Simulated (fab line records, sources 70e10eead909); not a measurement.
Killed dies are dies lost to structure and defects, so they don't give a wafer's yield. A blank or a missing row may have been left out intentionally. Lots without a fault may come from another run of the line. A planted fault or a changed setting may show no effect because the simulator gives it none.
Which tool was responsible?	flow nandHarc	24 lots with 72 wafers sampled at 6 steps, on a route of 1159 steps

== WHAT EACH GAUGE READ, for each wafer ==
The record holds no reading of a measuring or inspecting step that can be judged against a usual standard deviation.

== TOOL THAT RAN EACH LOT (tool first, then ch and the chambers of the sampled wafers, then the start) ==
lot	NHARC_A_CONTACT_ETCH_128	NHARC_A_CONTACT_ETCH_130	NHARC_A_CONTACT_ETCH_132	NHARC_A_CONTACT_ETCH_91	NHARC_A_CONTACT_DEP_84	NHARC_A_CONTACT_ETCH_88
L075	harCapEtch-03 ch 0, day 16 19:37	harCapEtch-03 ch 0, day 16 19:54	harCapEtch-03 ch 0, day 16 20:11	rieDiel-09 ch 0,2, day 16 20:53	aclDep-01 ch 0, day 16 23:40	rieDiel-03 ch 1,2, day 17 02:22
L074	harCapEtch-02 ch 0,1, day 16 21:09	harCapEtch-02 ch 0,1, day 16 21:26	harCapEtch-02 ch 0,1, day 16 21:43	rieDiel-09 ch 0,1,3, day 16 22:25	aclDep-01 ch 0, day 17 00:56	rieDiel-09 ch 1,2, day 17 03:11
L076	harCapEtch-01 ch 0,1, day 17 11:02	harCapEtch-01 ch 0,1, day 17 11:19	harCapEtch-01 ch 0,1, day 17 11:36	rieDiel-01 ch 0,1, day 17 12:17	aclDep-03 ch 0, day 17 14:30	rieDiel-01 ch 1,3, day 17 16:40
L077	harCapEtch-03 ch 0,1, day 17 13:04	harCapEtch-03 ch 0,1, day 17 13:21	harCapEtch-03 ch 0,1, day 17 13:38	rieDiel-01 ch 0,1, day 17 14:23	aclDep-01 ch 0, day 17 16:01	rieDiel-09 ch 0,1,3, day 17 17:55
L078	harCapEtch-01 ch 0,1, day 18 00:05	harCapEtch-01 ch 0,1, day 18 00:23	harCapEtch-01 ch 0,1, day 18 00:40	rieDiel-01 ch 1,3, day 18 01:22	aclDep-01 ch 0, day 18 03:10	rieDiel-01 ch 0,3, day 18 05:06
L079	harCapEtch-03 ch 0,1, day 18 04:22	harCapEtch-03 ch 0,1, day 18 04:38	harCapEtch-03 ch 0,1, day 18 04:55	rieDiel-09 ch 1,3, day 18 05:36	aclDep-01 ch 0, day 18 08:16	rieDiel-01 ch 0,2, day 18 10:08
L080	harCapEtch-01 ch 0,1, day 18 14:16	harCapEtch-01 ch 0,1, day 18 14:34	harCapEtch-01 ch 0,1, day 18 14:50	rieDiel-01 ch 0,3, day 18 15:34	aclDep-02 ch 0, day 18 16:50	rieDiel-09 ch 0,1,2, day 18 19:05
L081	harCapEtch-03 ch 0,1, day 18 17:44	harCapEtch-03 ch 0,1, day 18 18:01	harCapEtch-03 ch 0,1, day 18 18:17	rieDiel-09 ch 0,1, day 18 18:59	aclDep-01 ch 0, day 18 21:45	rieDiel-01 ch 0,2, day 18 23:51
L084	harCapEtch-02 ch 0,1, day 19 07:29	harCapEtch-02 ch 0,1, day 19 07:47	harCapEtch-02 ch 0,1, day 19 08:04	rieDiel-01 ch 1,3, day 19 08:47	aclDep-02 ch 0, day 19 10:25	rieDiel-09 ch 0,3, day 19 12:29
L085	harCapEtch-01 ch 0,1, day 19 11:07	harCapEtch-01 ch 0,1, day 19 11:23	harCapEtch-01 ch 0,1, day 19 11:41	rieDiel-01 ch 0,2,3, day 19 12:21	aclDep-02 ch 0, day 19 17:07	rieDiel-01 ch 1,3, day 19 18:54
L083	harCapEtch-03 ch 0,1, day 19 13:07	harCapEtch-03 ch 0,1, day 19 13:24	harCapEtch-03 ch 0,1, day 19 13:41	rieDiel-03 ch 1,2, day 19 14:20	aclDep-03 ch 0, day 19 17:58	rieDiel-01 ch 2,3, day 19 19:49
L082	harCapEtch-02 ch 0, day 19 13:14	harCapEtch-02 ch 0, day 19 13:31	harCapEtch-02 ch 0, day 19 13:48	rieDiel-03 ch 1,2,3, day 19 14:31	aclDep-02 ch 0, day 19 17:56	rieDiel-03 ch 0,3, day 19 20:12
L087	harCapEtch-01 ch 0,1, day 20 02:58	harCapEtch-01 ch 0,1, day 20 03:15	harCapEtch-01 ch 0,1, day 20 03:32	rieDiel-03 ch 0,1,3, day 20 04:15	aclDep-03 ch 0, day 20 05:55	rieDiel-03 ch 1,2,3, day 20 08:12
L086	harCapEtch-03 ch 0,1, day 20 04:19	harCapEtch-03 ch 0,1, day 20 04:41	harCapEtch-03 ch 0,1, day 20 05:04	rieDiel-01 ch 1,2, day 20 05:55	aclDep-01 ch 0, day 20 07:20	rieDiel-09 ch 0,1,2, day 20 09:20
L088	harCapEtch-01 ch 0, day 20 17:17	harCapEtch-01 ch 0, day 20 17:34	harCapEtch-01 ch 0, day 20 17:55	rieDiel-01 ch 1,2, day 20 18:43	aclDep-02 ch 0, day 20 20:11	rieDiel-01 ch 1,2,3, day 20 22:07
L089	harCapEtch-03 ch 0,1, day 20 17:37	harCapEtch-03 ch 0,1, day 20 17:54	harCapEtch-03 ch 0,1, day 20 18:11	rieDiel-01 ch 0,2,3, day 20 18:51	aclDep-02 ch 0, day 20 21:38	rieDiel-01 ch 0,1,2, day 20 23:30
L090	harCapEtch-01 ch 0, day 21 06:41	harCapEtch-01 ch 0, day 21 06:59	harCapEtch-01 ch 0, day 21 07:16	rieDiel-09 ch 0,1, day 21 07:59	aclDep-02 ch 0, day 21 10:21	rieDiel-03 ch 1,2, day 21 12:28
L091	harCapEtch-02 ch 0,1, day 21 07:40	harCapEtch-02 ch 0,1, day 21 07:58	harCapEtch-02 ch 0,1, day 21 08:14	rieDiel-01 ch 1,2,3, day 21 08:57	aclDep-03 ch 0, day 21 10:28	rieDiel-09 ch 1,2,3, day 21 12:44
L092	harCapEtch-03 ch 0,1, day 21 13:13	harCapEtch-03 ch 0,1, day 21 13:30	harCapEtch-03 ch 0,1, day 21 13:47	rieDiel-09 ch 0,1,2, day 21 14:34	aclDep-01 ch 0, day 21 15:44	rieDiel-09 ch 0,1,2, day 21 19:27
L093	harCapEtch-02 ch 0,1, day 22 05:01	harCapEtch-02 ch 0,1, day 22 05:18	harCapEtch-02 ch 0,1, day 22 05:35	rieDiel-03 ch 0,3, day 22 06:17	aclDep-03 ch 0, day 22 07:46	rieDiel-03 ch 1,2,3, day 22 09:49
L095	harCapEtch-01 ch 0,1, day 22 06:15	harCapEtch-01 ch 0,1, day 22 06:32	harCapEtch-01 ch 0,1, day 22 06:49	rieDiel-01 ch 0,1,2, day 22 07:34	aclDep-03 ch 0, day 22 10:59	rieDiel-03 ch 0,1, day 22 13:03
L094	harCapEtch-03 ch 0,1, day 22 08:17	harCapEtch-03 ch 0,1, day 22 08:34	harCapEtch-03 ch 0,1, day 22 08:51	rieDiel-03 ch 0,2,3, day 22 09:31	aclDep-02 ch 0, day 22 14:35	rieDiel-03 ch 0,1, day 22 16:20
L096	harCapEtch-03 ch 0,1, day 22 10:03	harCapEtch-03 ch 0,1, day 22 10:20	harCapEtch-03 ch 0,1, day 22 10:37	rieDiel-03 ch 0,3, day 22 11:19	aclDep-01 ch 0, day 22 17:43	rieDiel-01 ch 0,1,3, day 22 20:01
L097	harCapEtch-03 ch 0,1, day 22 20:39	harCapEtch-03 ch 0,1, day 22 20:56	harCapEtch-03 ch 0,1, day 22 21:13	rieDiel-03 ch 0,2,3, day 22 21:56	aclDep-01 ch 0, day 22 23:22	rieDiel-01 ch 0,1,3, day 23 01:36
- NHARC_A_CONTACT_ETCH_128: etches the open film in C4F8/O2/Ar, time 155 s, target depth 956 nm.
- NHARC_A_CONTACT_ETCH_130: etches the open film in C4F8/O2/Ar, time 155 s, target depth 956 nm.
- NHARC_A_CONTACT_ETCH_132: etches the open film in C4F8/O2/Ar, time 156 s, target depth 958 nm.
- NHARC_A_CONTACT_ETCH_91: etches the open film in CH3F/O2, target depth 40 nm, time 85.7 s.
- NHARC_A_CONTACT_DEP_84: deposits aC, target thk 2000 nm.
- NHARC_A_CONTACT_ETCH_88: etches the open film in CF4, target depth 39 nm, time 65 s.

== WHAT THE TOOLS THEMSELVES READ (means of the sampled wafers that have a number; where no wafer has one, the mark that the record gives instead) ==
NHARC_A_CONTACT_ETCH_91. Usual: drypumpMotorCurrentA 5.7 A, standard deviation 0.46; oesProductAu 0.94 a.u., standard deviation 0.032; rfVppV 244.3 V, standard deviation 1.8; showerheadPlenumPTorr 2.45 Torr, standard deviation 0.12; throttleValvePct 20.664 %, standard deviation 0.0092.
lot	tool	drypumpMotorCurrentA (A)	oesProductAu (a.u.)	rfVppV (V)	showerheadPlenumPTorr (Torr)	throttleValvePct (%)	flag
L075	rieDiel-09	5.9	0.93	246.0	2.51	20.669	
L074	rieDiel-09	5.7	0.92	244.2	2.46	20.673	
L076	rieDiel-01	5.9	0.92	244.9	2.44	20.664	
L077	rieDiel-01	5.8	0.92	245.7	2.54	20.663	
L078	rieDiel-01	6.1	1.00	243.5	2.36	20.660	
L079	rieDiel-09	5.2	0.93	243.7	2.38	20.652	
L080	rieDiel-01	6.0	0.92	244.6	2.50	20.668	
L081	rieDiel-09	5.5	0.92	243.1	2.36	20.658	
L084	rieDiel-01	6.1	0.92	243.3	2.39	20.671	
L085	rieDiel-01	5.8	0.92	244.3	2.49	20.670	
L083	rieDiel-03	4.9	1.00	245.6	2.57	20.663	
L082	rieDiel-03	5.1	0.93	244.6	2.48	20.653	
L087	rieDiel-03	5.3	0.92	244.4	2.44	20.667	
L086	rieDiel-01	5.7	0.99	243.4	2.38	20.666	
L088	rieDiel-01	5.8	0.93	243.1	2.37	20.662	
L089	rieDiel-01	5.8	0.92	244.8	2.49	20.666	
L090	rieDiel-09	5.9	1.00	243.8	2.42	20.658	
L091	rieDiel-01	5.9	1.00	243.1	2.37	20.661	
L092	rieDiel-09	5.7	0.92	244.3	2.42	20.663	
L093	rieDiel-03	5.4	0.93	243.1	2.35	20.664	
L095	rieDiel-01	5.8	0.92	244.5	2.45	20.653	
L094	rieDiel-03	5.4	0.92	244.1	2.45	20.673	
L096	rieDiel-03	5.5	0.92	242.1	2.35	20.656	
L097	rieDiel-03	5.4	0.92	243.9	2.45	20.661	

NHARC_A_CONTACT_DEP_84. Usual: throttleValvePct reads 35.000 % (standard deviation 0.0098).
lot	tool	throttleValvePct (%)	flag
L075	aclDep-01	34.993	
L074	aclDep-01	35.006	
L076	aclDep-03	34.991	
L077	aclDep-01	34.990	
L078	aclDep-01	35.008	
L079	aclDep-01	35.006	
L080	aclDep-02	35.001	
L081	aclDep-01	34.999	
L084	aclDep-02	35.006	
L085	aclDep-02	34.999	
L083	aclDep-03	35.015	
L082	aclDep-02	34.998	
L087	aclDep-03	35.004	
L086	aclDep-01	35.001	
L088	aclDep-02	34.997	
L089	aclDep-02	35.000	
L090	aclDep-02	34.992	
L091	aclDep-03	34.997	
L092	aclDep-01	35.007	
L093	aclDep-03	34.994	
L095	aclDep-03	35.005	
L094	aclDep-02	35.007	
L096	aclDep-01	35.001	
L097	aclDep-01	35.001	

NHARC_A_CONTACT_ETCH_88. Usual: drypumpMotorCurrentA 5.6 A, standard deviation 0.46; oesProductAu 0.997 a.u., standard deviation 0.009; rfVppV 151.3 V, standard deviation 1.3; showerheadPlenumPTorr 1.77 Torr, standard deviation 0.081; throttleValvePct 13.284 %, standard deviation 0.0086.
lot	tool	drypumpMotorCurrentA (A)	oesProductAu (a.u.)	rfVppV (V)	showerheadPlenumPTorr (Torr)	throttleValvePct (%)	flag
L075	rieDiel-03	5.0	1.000	152.5	1.86	13.281	
L074	rieDiel-09	5.2	1.001	151.2	1.71	13.285	
L076	rieDiel-01	6.1	0.992	150.2	1.70	13.283	
L077	rieDiel-09	5.7	1.001	150.6	1.76	13.278	
L078	rieDiel-01	6.0	0.997	151.7	1.79	13.277	
L079	rieDiel-01	5.6	0.994	152.0	1.79	13.291	
L080	rieDiel-09	5.7	1.000	150.6	1.75	13.286	
L081	rieDiel-01	5.7	0.994	152.3	1.84	13.278	
L084	rieDiel-09	5.9	1.001	152.3	1.82	13.282	
L085	rieDiel-01	6.1	0.991	150.7	1.70	13.288	
L083	rieDiel-01	6.0	1.000	151.5	1.74	13.277	
L082	rieDiel-03	5.6	0.996	150.7	1.74	13.277	
L087	rieDiel-03	5.1	1.000	151.8	1.78	13.281	
L086	rieDiel-09	5.7	0.999	151.1	1.75	13.281	
L088	rieDiel-01	6.0	0.994	150.3	1.72	13.288	
L089	rieDiel-01	5.8	0.992	151.0	1.77	13.274	
L090	rieDiel-03	5.0	1.000	152.8	1.85	13.290	
L091	rieDiel-09	5.4	1.001	150.7	1.76	13.281	
L092	rieDiel-09	5.7	0.989	149.8	1.74	13.287	
L093	rieDiel-03	5.1	1.012	151.3	1.77	13.282	
L095	rieDiel-03	5.1	0.995	151.3	1.81	13.291	
L094	rieDiel-03	5.0	1.002	151.6	1.81	13.280	
L096	rieDiel-01	6.0	0.987	151.3	1.77	13.294	
L097	rieDiel-01	6.0	0.993	150.8	1.77	13.282	

== THE ANSWER, worked out from the rows above alone ==
Rule: a lot counts as off when the mean over its wafers that have a number is more than 3 standard deviations away from the usual mean. Also off: a lot with no number at a reading for which 4 or more lots have one. Where the step has rows for the other lots, those lots are counted as sound. After the gauges, taken in route order, come the tools' own readings; for these a lot's mean is taken, as printed above. At the first step where some lot is off, the reading lying furthest off is the one used; lots without a number count as furthest.
None of the lots is off at any reading shown; this tells nothing.

== WHAT WAS PUT IN BY THE SIMULATOR ==
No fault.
